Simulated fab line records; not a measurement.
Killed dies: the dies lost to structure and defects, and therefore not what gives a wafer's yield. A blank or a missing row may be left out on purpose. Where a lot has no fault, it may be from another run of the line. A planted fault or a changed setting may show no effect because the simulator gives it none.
fab line records	flow nand_harc
record lots=24	wafers=72	last_day=35
route steps=1302 shown A_STAIRCASE@671
lots untouched by any fault: they come from a run of this same line in which no faults occurred
start_h: hours from the record's opening day to when the first of the lot's shown wafers began	wait_h: hours since the lot's step before	" repeats the value in the row above	L1.1+2: several wafers, shown together as one row	- either no value or no given start	* or withheld: withheld	< > ~ a bound
route shown NAME@n: a module of which the file shows steps, and the number in the route of the first	usual: the fault-free wafers' mean and standard deviation	same: alike in all rows	chamber/n: place in a boat	sites: the reading at each site	_std_site: the standard deviation of these	_edge_site: outer sites' mean less inner sites'	radius_mm: how far each site lies from the wafer's centre	mask NAME#n: copy n	behind: tool/chamber where the wafer was last shaped	hold: cause of the lot's hold/its duration in hours/its outcome	device: the n, p or np transistor that did not switch	end of line: tests of these same wafers at the route's end	a step with no rows: only its recipe	killed: dies lost to structure and defects at the first sort, not the wafer's yield	map: dies across one wafer; x = killed, . = not, _ = none there
set.NAME: setting as actually run; set.NAME@STEP: the setting as run at that earlier step	model.NAME: the simulator's own value behind a step, which no gauge read
the route's steps for a sample of lots (tables are steps, rows are wafers)
services: when a tool's chamber went out of use (start_h, in hours from the record's first day, below 0 if earlier), for how many hours, and the reason
## steps
# step NHARC_A_STAIRCASE_ETCH_15
# recipe target_depth_a=1000	time_s=40.5	ion_energy_ev=400	c4f8_flow_sccm=20	o2_flow_sccm=10	ar_flow_sccm=withheld	rf_w=600	bias_w=1000	chemistry=C4F8/O2
# usual oes_product_au=0.943/0.013	rf_vpp_V=895/4.7
lot.wafer	tool	chamber	start_h	wait_h	oes_product_au	rf_hours_counter_h	rf_vpp_V
L074.2	rie_diel-04	0	-	-	0.945	54	893
L074.5	"	1	"	"	0.938	-	894
L074.6	"	2	"	"	0.936	-	899
L075.3	rie_diel-01	0	-	-	0.939	41	889
L075.4	"	3	"	"	0.972	42	895
L075.6	"	1	"	"	0.923	-	896
L076.2	rie_diel-01	1	-	-	0.932	50	896
L076.4	"	3	"	"	0.970	46	895
L076.5	"	1	"	"	0.941	-	894
L077.3	rie_diel-05	3	-	-	0.943	50	898
L077.1	"	0	"	"	0.954	42	890
L077.2	"	1	"	"	0.942	41	898
L078.3	rie_diel-04	3	-	-	0.923	7	907
L078.2	"	0	"	"	0.925	6	893
L078.1	"	1	"	"	0.949	6	892
L081.1	rie_diel-01	2	-	-	0.941	5	895
L081.4	"	3	"	"	0.936	8	894
L081.5	"	2	"	"	0.940	-	895
L080.2	rie_diel-04	0	-	-	0.943	18	894
L080.1	"	3	"	"	0.919	18	906
L080.5	"	1	"	"	0.937	-	894
L079.2	rie_diel-05	2	-	-	0.944	1	888
L079.4	"	3	"	"	0.946	1	900
L079.5	"	2	"	"	0.938	-	886
L082.2	rie_diel-05	2	-	-	0.928	9	888
L082.1	"	3	"	"	0.922	8	899
L082.6	"	2	"	"	0.924	-	887
L083.2	rie_diel-01	0	-	-	0.938	13	889
L083.5	"	0	"	"	0.935	-	887
L083.6	"	1	"	"	0.941	-	896
L085.3	rie_diel-01	2	-	-	0.948	14	894
L085.6	"	2	"	"	0.947	-	894
L085.5	"	3	"	"	0.953	-	895
L084.2	rie_diel-04	0	-	-	0.926	36	893
L084.4	"	1	"	"	0.963	35	893
L084.6	"	0	"	"	0.939	-	892
L086.2	rie_diel-01	3	-	-	0.949	19	895
L086.3	"	0	"	"	0.957	21	889
L086.5	"	1	"	"	0.963	-	894
L088.1	rie_diel-01	1	-	-	0.944	23	894
L088.2	"	2	"	"	0.929	21	894
L088.4	"	3	"	"	0.950	25	893
L087.2	rie_diel-01	1	-	-	0.934	23	895
L087.3	"	2	"	"	0.959	21	894
L087.5	"	0	"	"	0.942	-	887
L089.1	rie_diel-04	3	-	-	0.921	46	904
L089.6	"	2	"	"	0.952	-	898
L089.5	"	3	"	"	0.916	-	904
L090.3	rie_diel-04	3	-	-	0.930	50	904
L090.2	"	0	"	"	0.935	51	891
L090.6	"	2	"	"	0.953	-	897
L091.1	rie_diel-01	2	-	-	0.925	32	893
L091.4	"	2	"	"	0.935	-	893
L091.5	"	0	"	"	0.948	-	887
L093.3	rie_diel-01	1	-	-	0.951	37	895
L093.5	"	1	"	"	0.958	-	893
L093.6	"	2	"	"	0.950	-	894
L092.1	rie_diel-04	3	-	-	0.935	0	905
L092.3	"	0	"	"	0.959	0	892
L092.5	"	3	"	"	0.944	-	904
L094.2	rie_diel-04	0	-	-	0.945	1	893
L094.4	"	1	"	"	0.953	2	890
L094.5	"	3	"	"	0.927	-	905
L095.3	rie_diel-01	3	-	-	0.947	3	893
L095.5	"	2	"	"	0.931	-	893
L095.6	"	3	"	"	0.941	-	895
L096.3	rie_diel-04	0	-	-	0.964	9	892
L096.2	"	1	"	"	0.965	9	892
L096.5	"	1	"	"	0.967	-	893
L097.4	rie_diel-04	2	-	-	0.959	15	896
L097.3	"	3	"	"	0.921	17	904
L097.2	"	0	"	"	0.932	13	893
# step NHARC_A_STAIRCASE_ETCH_25
# recipe target_depth_a=1000	time_s=40.5	ion_energy_ev=400	c4f8_flow_sccm=20	o2_flow_sccm=10	ar_flow_sccm=withheld	rf_w=600	bias_w=1000	chemistry=C4F8/O2
# usual oes_product_au=0.944/0.011	rf_vpp_V=894/4.5
lot.wafer	tool	chamber	start_h	wait_h	oes_product_au	rf_hours_counter_h	rf_vpp_V
L074.2	rie_diel-04	2	-	-	0.936	63	899
L074.5	"	1	"	"	0.939	-	894
L074.6	"	2	"	"	0.948	-	899
L075.3	rie_diel-01	3	-	-	0.960	42	896
L075.4	"	0	"	"	0.939	42	889
L075.6	"	2	"	"	0.955	-	894
L076.2	rie_diel-01	0	-	-	0.922	47	888
L076.4	"	3	"	"	0.940	47	896
L076.5	"	1	"	"	0.922	-	896
L077.1	rie_diel-01	0	-	-	0.931	49	889
L077.3	"	1	"	"	0.932	52	894
L077.2	"	2	"	"	0.945	52	895
L078.1	rie_diel-05	3	-	-	0.937	55	900
L078.2	"	0	"	"	0.929	46	891
L078.3	"	2	"	"	0.939	56	888
L081.1	rie_diel-01	2	-	-	0.950	6	893
L081.4	"	0	"	"	0.940	8	888
L081.5	"	1	"	"	0.957	-	895
L080.1	rie_diel-05	3	-	-	0.942	0	899
L080.2	"	0	"	"	0.955	0	890
L080.5	"	3	"	"	0.938	-	898
L079.2	rie_diel-05	2	-	-	0.940	2	887
L079.4	"	0	"	"	0.953	2	890
L079.5	"	2	"	"	0.935	-	887
L082.2	rie_diel-05	1	-	-	0.939	9	899
L082.1	"	0	"	"	0.946	8	889
L082.6	"	1	"	"	0.940	-	899
L083.2	rie_diel-01	2	-	-	0.958	11	894
L083.5	"	3	"	"	0.953	-	894
L083.6	"	0	"	"	0.940	-	889
L085.3	rie_diel-04	3	-	-	0.913	35	904
L085.5	"	0	"	"	0.933	-	893
L085.6	"	1	"	"	0.940	-	892
L084.4	rie_diel-04	3	-	-	0.921	35	904
L084.2	"	1	"	"	0.949	35	894
L084.6	"	3	"	"	0.926	-	904
L086.3	rie_diel-04	1	-	-	0.957	39	891
L086.2	"	2	"	"	0.947	37	898
L086.5	"	1	"	"	0.963	-	892
L088.2	rie_diel-01	2	-	-	0.961	22	894
L088.4	"	3	"	"	0.958	25	892
L088.1	"	1	"	"	0.949	23	895
L087.3	rie_diel-05	2	-	-	0.957	26	887
L087.2	"	3	"	"	0.929	29	897
L087.5	"	2	"	"	0.958	-	886
L089.1	rie_diel-05	3	-	-	0.928	30	900
L089.6	"	0	"	"	0.963	-	889
L089.5	"	1	"	"	0.941	-	897
L090.3	rie_diel-01	3	-	-	0.947	33	894
L090.2	"	0	"	"	0.951	33	889
L090.6	"	0	"	"	0.953	-	889
L091.4	rie_diel-04	1	-	-	0.956	50	893
L091.1	"	0	"	"	0.945	54	893
L091.5	"	1	"	"	0.962	-	891
L093.3	rie_diel-01	1	-	-	0.946	38	892
L093.6	"	1	"	"	0.934	-	894
L093.5	"	2	"	"	0.943	-	893
L092.1	rie_diel-01	2	-	-	0.937	43	894
L092.3	"	3	"	"	0.949	38	892
L092.5	"	0	"	"	0.941	-	887
L094.4	rie_diel-05	3	-	-	0.933	54	899
L094.2	"	0	"	"	0.962	51	888
L094.5	"	1	"	"	0.946	-	898
L095.3	rie_diel-04	0	-	-	0.948	9	891
L095.5	"	1	"	"	0.965	-	892
L095.6	"	2	"	"	0.955	-	898
L096.2	rie_diel-05	1	-	-	0.922	60	896
L096.3	"	3	"	"	0.947	64	899
L096.5	"	1	"	"	0.928	-	898
L097.3	rie_diel-01	0	-	-	0.935	8	888
L097.2	"	2	"	"	0.926	12	893
L097.4	"	0	"	"	0.945	-	887
# step NHARC_A_STAIRCASE_TRIM_26
# recipe time_s=211.2	o2_flow_sccm=500	ar_flow_sccm=0	bias_w=0	chemistry=O2
# usual drypump_motor_current_A=5.9/0.53	mfc_ar_sccm=0.008/0.012	oes_product_au=0.997/0.011	rf_vpp_V=57.6/0.8	showerhead_plenum_p_Torr=3.47/0.13	throttle_valve_pct=17.037/0.0085
lot.wafer	tool	chamber	start_h	wait_h	drypump_motor_current_A	mfc_ar_sccm	oes_product_au	rf_hours_counter_h	rf_vpp_V	showerhead_plenum_p_Torr	throttle_valve_pct
L074.2	rie_diel-04	1	-	-	5.6	0	1.003	60	57.7	3.45	17.071
L074.6	"	0	"	"	5.5	0.020	0.986	-	57.8	3.47	17.052
L074.5	"	1	"	"	5.6	0	1.001	-	58.3	3.45	17.035
L075.3	rie_diel-01	0	-	-	6.7	0.003	0.986	42	57.6	3.33	17.045
L075.4	"	2	"	"	6.2	0	0.991	46	58.7	3.48	17.037
L075.6	"	0	"	"	6.7	0.003	0.984	-	57.3	3.33	17.054
L076.2	rie_diel-01	0	-	-	6.7	0.003	1.004	47	58.4	3.33	17.044
L076.4	"	1	"	"	6.1	0	0.993	51	58.6	3.50	17.047
L076.5	"	3	"	"	6.3	0	1.012	-	57.1	3.49	17.043
L077.1	rie_diel-01	2	-	-	6.2	0	1.012	52	57.8	3.48	17.032
L077.3	"	3	"	"	6.4	0	1.004	49	57.5	3.49	17.043
L077.2	"	1	"	"	6.1	0	0.987	52	57.3	3.50	17.044
L078.2	rie_diel-05	2	-	-	5.7	0.034	0.993	56	54.5	3.30	17.033
L078.1	"	3	"	"	5.3	0	1.002	55	57.0	3.62	17.034
L078.3	"	0	"	"	6.0	0	0.987	46	57.8	3.35	17.032
L081.1	rie_diel-01	2	-	-	6.2	0	0.992	6	56.7	3.47	17.029
L081.4	"	3	"	"	6.3	0	1.008	8	57.9	3.48	17.050
L081.5	"	1	"	"	6.1	0	1.005	-	57.5	3.50	17.038
L080.1	rie_diel-05	3	-	-	5.2	0	0.982	0	57.6	3.61	17.036
L080.2	"	0	"	"	6.0	0	0.990	0	58.8	3.35	17.034
L080.5	"	1	"	"	4.9	0.032	0.984	-	58.3	3.61	17.040
L079.4	rie_diel-05	2	-	-	5.8	0.034	0.989	2	56.8	3.30	17.039
L079.2	"	0	"	"	6.0	0	1.007	2	56.5	3.35	17.048
L079.5	"	2	"	"	5.8	0.034	0.996	-	57.0	3.30	17.040
L082.1	rie_diel-05	3	-	-	5.2	0	0.985	9	58.3	3.61	17.044
L082.2	"	0	"	"	6.0	0	1.012	8	56.7	3.34	17.019
L082.6	"	3	"	"	5.2	0	0.985	-	58.7	3.61	17.031
L083.2	rie_diel-01	1	-	-	6.1	0	0.996	12	58.6	3.50	17.034
L083.5	"	3	"	"	6.4	0	1.009	-	57.9	3.48	17.052
L083.6	"	0	"	"	6.7	0.003	0.993	-	56.4	3.32	17.032
L085.3	rie_diel-04	1	-	-	5.6	0	1.005	35	57.7	3.43	17.028
L085.6	"	0	"	"	5.5	0.020	0.989	-	57.9	3.45	17.041
L085.5	"	1	"	"	5.6	0	0.997	-	58.6	3.43	17.034
L084.2	rie_diel-04	0	-	-	5.5	0.020	0.988	37	56.9	3.45	17.040
L084.4	"	2	"	"	5.2	0.017	1.005	33	57.1	3.57	17.030
L084.6	"	0	"	"	5.5	0.020	0.979	-	57.7	3.45	17.040
L086.2	rie_diel-04	3	-	-	6.6	0.006	0.979	39	57.0	3.79	17.027
L086.3	"	0	"	"	5.5	0.020	0.982	40	56.9	3.45	17.040
L086.5	"	0	"	"	5.5	0.020	0.984	-	57.7	3.45	17.040
L088.2	rie_diel-01	3	-	-	6.3	0	1.000	25	57.9	3.48	17.043
L088.4	"	0	"	"	6.7	0.003	1.004	27	57.3	3.32	17.048
L088.1	"	1	"	"	6.1	0	1.008	23	58.1	3.49	17.036
L087.2	rie_diel-05	0	-	-	6.0	0	1.003	31	56.6	3.33	17.034
L087.3	"	2	"	"	5.7	0.034	1.016	26	56.4	3.28	17.035
L087.5	"	3	"	"	5.3	0	0.984	-	57.7	3.60	17.042
L089.1	rie_diel-05	2	-	-	5.7	0.034	1.008	26	58.1	3.28	17.045
L089.5	"	2	"	"	5.7	0.034	1.000	-	58.2	3.28	17.048
L089.6	"	3	"	"	5.3	0	0.980	-	56.9	3.60	17.048
L090.3	rie_diel-01	2	-	-	6.2	0	0.999	29	58.1	3.46	17.041
L090.2	"	3	"	"	6.3	0	0.993	33	56.9	3.47	17.040
L090.6	"	2	"	"	6.1	0	1.003	-	57.8	3.46	17.047
L091.4	rie_diel-04	3	-	-	6.6	0.006	0.987	53	58.2	3.78	17.033
L091.1	"	0	"	"	5.5	0.020	0.980	54	58.2	3.44	17.030
L091.5	"	3	"	"	6.6	0.006	0.977	-	58.0	3.78	17.034
L093.3	rie_diel-01	0	-	-	6.7	0.003	1.001	45	55.5	3.31	17.026
L093.5	"	2	"	"	6.2	0	0.994	-	58.1	3.45	17.039
L093.6	"	3	"	"	6.3	0	1.011	-	58.2	3.47	17.038
L092.3	rie_diel-01	0	-	-	6.7	0.003	0.997	46	57.7	3.31	17.035
L092.1	"	2	"	"	6.2	0	0.995	43	56.1	3.45	17.045
L092.5	"	2	"	"	6.2	0	0.994	-	58.1	3.45	17.046
L094.4	rie_diel-05	3	-	-	5.2	0	0.979	55	56.9	3.58	17.039
L094.2	"	1	"	"	4.9	0.032	0.997	51	58.3	3.58	17.039
L094.5	"	3	"	"	5.3	0	0.986	-	58.1	3.59	17.028
L095.3	rie_diel-04	3	-	-	6.6	0.006	0.992	13	57.4	3.77	17.037
L095.6	"	0	"	"	5.5	0.020	0.998	-	58.0	3.44	17.032
L095.5	"	1	"	"	5.6	0	1.012	-	56.3	3.41	17.023
L096.2	rie_diel-05	0	-	-	6.0	0	1.008	55	57.4	3.32	17.038
L096.3	"	1	"	"	4.9	0.032	0.988	60	58.4	3.57	17.034
L096.5	"	3	"	"	5.2	0	0.990	-	57.5	3.58	17.025
L097.2	rie_diel-01	2	-	-	6.2	0	0.983	12	56.7	3.44	17.037
L097.3	"	3	"	"	6.3	0	1.014	8	56.5	3.46	17.039
L097.4	"	0	"	"	6.7	0.003	0.998	-	57.0	3.30	17.030
# step NHARC_A_STAIRCASE_ETCH_188
# recipe target_depth_a=1000	time_s=40.5	ion_energy_ev=400	c4f8_flow_sccm=20	o2_flow_sccm=10	ar_flow_sccm=withheld	rf_w=600	bias_w=1000	chemistry=C4F8/O2
# usual oes_product_au=0.938/0.013	rf_vpp_V=893/4.4
lot.wafer	tool	chamber	start_h	wait_h	oes_product_au	rf_hours_counter_h	rf_vpp_V
L074.2	rie_diel-05	1	-	-	0.933	37	900
L074.6	"	1	"	"	0.947	-	899
L074.5	"	2	"	"	0.936	-	887
L075.3	rie_diel-05	2	-	-	0.948	46	887
L075.4	"	3	"	"	0.957	46	900
L075.6	"	1	"	"	0.935	-	897
L076.4	rie_diel-05	3	-	-	0.938	52	900
L076.2	"	0	"	"	0.938	43	890
L076.5	"	0	"	"	0.933	-	889
L077.1	rie_diel-04	2	-	-	0.957	6	897
L077.2	"	3	"	"	0.933	6	905
L077.3	"	0	"	"	0.945	5	893
L078.3	rie_diel-05	0	-	-	0.908	47	889
L078.1	"	1	"	"	0.929	47	899
L078.2	"	2	"	"	0.929	57	887
L081.1	rie_diel-01	3	-	-	0.946	8	895
L081.5	"	0	"	"	0.925	-	889
L081.4	"	3	"	"	0.937	-	896
L080.2	rie_diel-01	1	-	-	0.930	7	895
L080.1	"	3	"	"	0.927	9	895
L080.5	"	1	"	"	0.934	-	895
L079.2	rie_diel-05	2	-	-	0.928	3	888
L079.4	"	3	"	"	0.915	2	897
L079.5	"	2	"	"	0.922	-	887
L082.2	rie_diel-01	1	-	-	0.928	12	896
L082.1	"	3	"	"	0.949	13	894
L082.6	"	2	"	"	0.944	-	893
L083.2	rie_diel-01	1	-	-	0.919	13	894
L083.5	"	2	"	"	0.929	-	893
L083.6	"	3	"	"	0.938	-	895
L085.3	rie_diel-01	1	-	-	0.954	17	896
L085.5	"	3	"	"	0.958	-	894
L085.6	"	0	"	"	0.941	-	888
L084.2	rie_diel-05	0	-	-	0.966	18	888
L084.4	"	1	"	"	0.946	17	899
L084.6	"	3	"	"	0.955	-	898
L086.2	rie_diel-01	0	-	-	0.934	21	888
L086.3	"	1	"	"	0.950	19	895
L086.5	"	0	"	"	0.942	-	889
L088.1	rie_diel-01	2	-	-	0.946	22	894
L088.4	"	3	"	"	0.943	26	894
L088.2	"	0	"	"	0.955	27	887
L087.3	rie_diel-04	2	-	-	0.933	42	898
L087.2	"	3	"	"	0.922	47	906
L087.5	"	2	"	"	0.938	-	898
L089.1	rie_diel-05	3	-	-	0.927	31	899
L089.5	"	2	"	"	0.929	-	887
L089.6	"	3	"	"	0.915	-	899
L090.3	rie_diel-01	0	-	-	0.943	33	888
L090.2	"	2	"	"	0.933	30	893
L090.6	"	3	"	"	0.934	-	894
L091.1	rie_diel-05	0	-	-	0.943	40	889
L091.4	"	2	"	"	0.930	38	886
L091.5	"	3	"	"	0.927	-	898
L093.3	rie_diel-05	2	-	-	0.925	47	887
L093.6	"	3	"	"	0.916	-	897
L093.5	"	1	"	"	0.914	-	897
L092.3	rie_diel-01	3	-	-	0.952	38	894
L092.1	"	0	"	"	0.937	47	887
L092.5	"	2	"	"	0.929	-	894
L094.4	rie_diel-01	0	-	-	0.946	48	889
L094.2	"	3	"	"	0.960	39	892
L094.5	"	1	"	"	0.962	-	893
L095.3	rie_diel-01	1	-	-	0.955	6	893
L095.6	"	2	"	"	0.933	-	894
L095.5	"	3	"	"	0.939	-	893
L096.2	rie_diel-05	3	-	-	0.918	64	900
L096.3	"	2	"	"	0.956	62	887
L096.5	"	3	"	"	0.927	-	898
L097.3	rie_diel-01	2	-	-	0.922	13	891
L097.2	"	3	"	"	0.947	9	895
L097.4	"	0	"	"	0.932	-	889
# step NHARC_A_STAIRCASE_ETCH_192
# recipe target_depth_a=1000	time_s=40.5	ion_energy_ev=400	c4f8_flow_sccm=20	o2_flow_sccm=10	ar_flow_sccm=withheld	rf_w=600	bias_w=1000	chemistry=C4F8/O2
# usual oes_product_au=0.944/0.012	rf_vpp_V=893/4.6
lot.wafer	tool	chamber	start_h	wait_h	oes_product_au	rf_hours_counter_h	rf_vpp_V
L074.2	rie_diel-05	1	-	-	0.964	37	898
L074.5	"	2	"	"	0.946	-	888
L074.6	"	3	"	"	0.947	-	899
L075.3	rie_diel-05	0	-	-	0.935	39	890
L075.4	"	2	"	"	0.951	46	889
L075.6	"	0	"	"	0.941	-	888
L076.4	rie_diel-05	2	-	-	0.959	52	888
L076.2	"	0	"	"	0.957	44	890
L076.5	"	3	"	"	0.951	-	898
L077.1	rie_diel-04	3	-	-	0.930	6	906
L077.3	"	0	"	"	0.941	5	894
L077.2	"	1	"	"	0.959	5	892
L078.3	rie_diel-05	2	-	-	0.954	58	887
L078.2	"	3	"	"	0.935	56	900
L078.1	"	0	"	"	0.922	47	890
L081.1	rie_diel-01	1	-	-	0.945	7	896
L081.4	"	3	"	"	0.940	-	894
L081.5	"	0	"	"	0.933	-	889
L080.1	rie_diel-01	1	-	-	0.955	7	895
L080.2	"	3	"	"	0.943	9	896
L080.5	"	0	"	"	0.941	-	889
L079.4	rie_diel-05	2	-	-	0.943	3	888
L079.2	"	0	"	"	0.961	3	890
L079.5	"	1	"	"	0.952	-	899
L082.2	rie_diel-01	1	-	-	0.935	13	895
L082.1	"	2	"	"	0.939	12	892
L082.6	"	3	"	"	0.960	-	894
L083.2	rie_diel-01	1	-	-	0.939	13	897
L083.5	"	1	"	"	0.944	-	895
L083.6	"	2	"	"	0.942	-	894
L085.3	rie_diel-01	2	-	-	0.941	16	895
L085.6	"	0	"	"	0.960	-	888
L085.5	"	1	"	"	0.964	-	896
L084.2	rie_diel-05	2	-	-	0.946	16	888
L084.4	"	3	"	"	0.936	17	899
L084.6	"	2	"	"	0.948	-	889
L086.3	rie_diel-01	2	-	-	0.947	18	895
L086.2	"	3	"	"	0.955	20	894
L086.5	"	2	"	"	0.946	-	894
L088.2	rie_diel-01	0	-	-	0.934	27	887
L088.1	"	1	"	"	0.940	24	895
L088.4	"	3	"	"	0.944	26	895
L087.3	rie_diel-04	0	-	-	0.928	48	893
L087.2	"	2	"	"	0.929	43	896
L087.5	"	0	"	"	0.920	-	892
L089.1	rie_diel-05	3	-	-	0.935	31	899
L089.6	"	2	"	"	0.973	-	886
L089.5	"	3	"	"	0.942	-	899
L090.3	rie_diel-01	3	-	-	0.943	34	894
L090.2	"	2	"	"	0.944	30	894
L090.6	"	0	"	"	0.945	-	890
L091.1	rie_diel-05	1	-	-	0.939	37	899
L091.4	"	0	"	"	0.959	41	889
L091.5	"	2	"	"	0.944	-	886
L093.3	rie_diel-05	1	-	-	0.933	48	897
L093.5	"	3	"	"	0.935	-	900
L093.6	"	1	"	"	0.931	-	896
L092.3	rie_diel-01	3	-	-	0.945	38	895
L092.1	"	0	"	"	0.947	47	888
L092.5	"	0	"	"	0.939	-	888
L094.2	rie_diel-01	3	-	-	0.966	40	892
L094.4	"	1	"	"	0.942	38	894
L094.5	"	0	"	"	0.963	-	887
L095.3	rie_diel-01	0	-	-	0.939	4	889
L095.5	"	2	"	"	0.948	-	893
L095.6	"	3	"	"	0.977	-	894
L096.2	rie_diel-05	0	-	-	0.945	55	889
L096.3	"	2	"	"	0.938	62	886
L096.5	"	0	"	"	0.942	-	886
L097.3	rie_diel-01	0	-	-	0.927	9	885
L097.2	"	3	"	"	0.940	9	893
L097.4	"	2	"	"	0.919	-	893
# step NHARC_A_STAIRCASE_TRIM_196
# recipe time_s=211.2	o2_flow_sccm=500	ar_flow_sccm=0	bias_w=0	chemistry=O2
# usual drypump_motor_current_A=5.8/0.54	mfc_ar_sccm=0.010/0.013	oes_product_au=0.998/0.012	rf_vpp_V=57.6/0.95	showerhead_plenum_p_Torr=3.49/0.14	throttle_valve_pct=17.036/0.0097
lot.wafer	tool	chamber	start_h	wait_h	drypump_motor_current_A	mfc_ar_sccm	oes_product_au	rf_hours_counter_h	rf_vpp_V	showerhead_plenum_p_Torr	throttle_valve_pct
L074.2	rie_diel-05	3	357.45	0.1	5.3	0	1.005	47	58.0	3.63	17.023
L074.6	"	1	"	"	4.9	0.032	1.005	-	57.7	3.62	17.013
L074.5	"	2	"	"	5.8	0.034	1.006	-	58.4	3.31	17.040
L075.4	rie_diel-01	1	357.75	0.1	6.1	0	0.986	47	57.2	3.51	17.040
L075.3	"	3	"	"	6.3	0	1.007	43	56.3	3.49	17.043
L075.6	"	0	"	"	6.7	0.003	0.997	-	57.6	3.33	17.048
L076.2	rie_diel-01	1	381.05	0.1	6.1	0	0.997	52	58.0	3.50	17.031
L076.4	"	2	"	"	6.2	0	1.008	52	58.3	3.48	17.038
L076.5	"	0	"	"	6.7	0.003	0.994	-	57.6	3.33	17.047
L077.1	rie_diel-04	1	382.38	0.1	5.6	0	0.996	5	58.5	3.44	17.016
L077.3	"	2	"	"	5.2	0.017	1.017	6	57.3	3.59	17.044
L077.2	"	3	"	"	6.6	0.006	0.989	6	59.7	3.80	17.037
L078.1	rie_diel-05	3	389.93	0.1	5.2	0	0.999	56	58.3	3.62	17.037
L078.3	"	0	"	"	6.0	0	0.994	47	57.2	3.35	17.047
L078.2	"	1	"	"	4.9	0.032	0.998	48	59.2	3.61	17.029
L081.1	rie_diel-05	2	420.48	0.1	5.8	0.034	0.982	1	56.5	3.30	17.034
L081.4	"	3	"	"	5.2	0	0.975	1	57.1	3.62	17.042
L081.5	"	1	"	"	4.9	0.032	0.989	-	57.7	3.61	17.035
L080.2	rie_diel-04	3	421.04	0.1	6.6	0.006	0.988	19	57.7	3.80	17.055
L080.1	"	1	"	"	5.6	0	1.008	19	55.8	3.44	17.041
L080.5	"	3	"	"	6.5	0.006	0.982	-	58.5	3.80	17.035
L079.2	rie_diel-05	3	426.85	0.1	5.2	0	0.990	3	55.9	3.61	17.033
L079.4	"	2	"	"	5.7	0.034	0.990	3	56.2	3.30	17.029
L079.5	"	3	"	"	5.2	0	0.984	-	58.3	3.61	17.026
L082.2	rie_diel-04	3	453.52	0.1	6.6	0.006	0.971	32	56.8	3.79	17.038
L082.1	"	0	"	"	5.5	0.020	0.997	34	57.1	3.45	17.031
L082.6	"	3	"	"	6.6	0.006	0.964	-	59.1	3.79	17.034
L083.2	rie_diel-01	1	453.72	0.1	6.1	0	1.010	13	58.1	3.50	17.028
L083.5	"	1	"	"	6.1	0	1.000	-	57.5	3.50	17.046
L083.6	"	2	"	"	6.2	0	0.994	-	57.8	3.47	17.033
L085.3	rie_diel-01	0	463.41	0.1	6.7	0.003	1.002	19	57.0	3.32	17.027
L085.5	"	3	"	"	6.3	0	1.011	-	57.4	3.48	17.045
L085.6	"	0	"	"	6.7	0.003	1.000	-	57.7	3.32	17.031
L084.2	rie_diel-05	0	463.59	0.1	6.0	0	1.014	18	57.7	3.34	17.030
L084.4	"	1	"	"	5.0	0.032	0.992	17	58.8	3.60	17.047
L084.6	"	3	"	"	5.2	0	0.995	-	58.2	3.61	17.032
L086.2	rie_diel-04	0	473.36	0.1	5.5	0.020	0.994	41	56.5	3.45	17.051
L086.3	"	3	"	"	6.6	0.006	0.974	39	58.6	3.79	17.025
L086.5	"	0	"	"	5.5	0.020	0.978	-	58.1	3.45	17.052
L088.2	rie_diel-05	0	496.48	0.1	6.0	0	0.998	31	56.8	3.33	17.050
L088.1	"	2	"	"	5.8	0.034	1.013	26	55.4	3.28	17.058
L088.4	"	3	"	"	5.3	0	0.984	30	57.5	3.60	17.034
L087.2	rie_diel-04	3	497.04	0.1	6.6	0.006	0.962	47	58.1	3.78	17.020
L087.3	"	1	"	"	5.6	0	1.009	44	57.9	3.42	17.029
L087.5	"	3	"	"	6.6	0.006	0.974	-	58.8	3.78	17.040
L089.1	rie_diel-05	1	499.04	0.1	4.9	0.032	0.995	28	58.4	3.59	17.057
L089.5	"	3	"	"	5.2	0	0.985	-	58.7	3.60	17.042
L089.6	"	0	"	"	6.0	0	1.012	-	59.0	3.33	17.033
L090.3	rie_diel-04	1	514.32	0.1	5.6	0	1.009	47	58.5	3.42	17.040
L090.2	"	2	"	"	5.3	0.017	1.011	46	58.0	3.57	17.037
L090.6	"	2	"	"	5.2	0.017	1.008	-	56.5	3.57	17.021
L091.4	rie_diel-04	3	526.46	0.1	6.6	0.006	0.979	53	57.4	3.78	17.035
L091.1	"	0	"	"	5.5	0.020	1.001	55	56.6	3.44	17.045
L091.5	"	3	"	"	6.6	0.006	0.982	-	59.3	3.78	17.030
L093.3	rie_diel-05	1	544.56	0.1	4.9	0.032	0.998	48	56.4	3.58	17.038
L093.6	"	2	"	"	5.8	0.034	1.014	-	57.8	3.27	17.046
L093.5	"	3	"	"	5.2	0	0.988	-	58.4	3.59	17.024
L092.3	rie_diel-04	2	548.97	0.1	5.2	0.017	1.013	1	56.8	3.56	17.037
L092.1	"	0	"	"	5.4	0.020	1.000	1	56.5	3.44	17.035
L092.5	"	2	"	"	5.2	0.017	1.014	-	57.8	3.56	17.033
L094.2	rie_diel-04	2	556.04	0.1	5.2	0.017	1.009	3	56.3	3.56	17.014
L094.4	"	0	"	"	5.5	0.020	0.994	2	57.1	3.44	17.039
L094.5	"	2	"	"	5.2	0.017	1.015	-	57.4	3.56	17.015
L095.3	rie_diel-01	1	580.25	0.1	6.1	0	1.002	7	58.8	3.48	17.033
L095.6	"	2	"	"	6.2	0	0.998	-	57.0	3.45	17.016
L095.5	"	3	"	"	6.4	0	1.019	-	56.8	3.47	17.054
L096.2	rie_diel-05	0	582.97	0.1	6.0	0	0.998	56	57.7	3.32	17.047
L096.3	"	2	"	"	5.8	0.034	0.998	62	56.3	3.27	17.023
L096.5	"	0	"	"	6.0	0	0.994	-	54.5	3.32	17.039
L097.3	rie_diel-01	3	593.17	0.1	6.4	0	1.009	10	58.2	3.46	17.040
L097.2	"	0	"	"	6.7	0.003	0.999	9	56.5	3.30	17.049
L097.4	"	3	"	"	6.4	0	1.011	-	58.1	3.46	17.052
## services
tool	chamber	start_h	hours	kind
rie_diel-05	0	329.47	12.5	repair
rie_diel-01	0	336.70	-	clean
rie_diel-01	1	336.70	-	clean
rie_diel-01	2	336.70	-	clean
rie_diel-01	3	336.70	-	clean
rie_diel-04	-	356.38	9.0	pm
rie_diel-01	0	361.20	-	clean
rie_diel-01	1	361.20	-	clean
rie_diel-01	2	361.20	-	clean
rie_diel-01	3	361.20	-	clean
rie_diel-01	-	382.01	9.0	pm
rie_diel-01	0	382.01	9.0	vent_cycle
rie_diel-05	1	404.34	10.2	repair
rie_diel-05	-	407.70	9.0	pm
rie_diel-01	2	418.37	5.0	repair
rie_diel-01	3	432.83	5.4	repair
rie_diel-01	3	518.23	14.8	repair
rie_diel-04	-	533.38	9.0	pm
rie_diel-01	1	541.13	11.0	repair
rie_diel-05	0	541.14	4.4	repair
rie_diel-01	-	559.01	9.0	pm
rie_diel-05	0	571.25	7.7	repair
rie_diel-05	-	584.74	9.0	pm
rie_diel-04	2	591.69	4.0	repair
## key
fault none
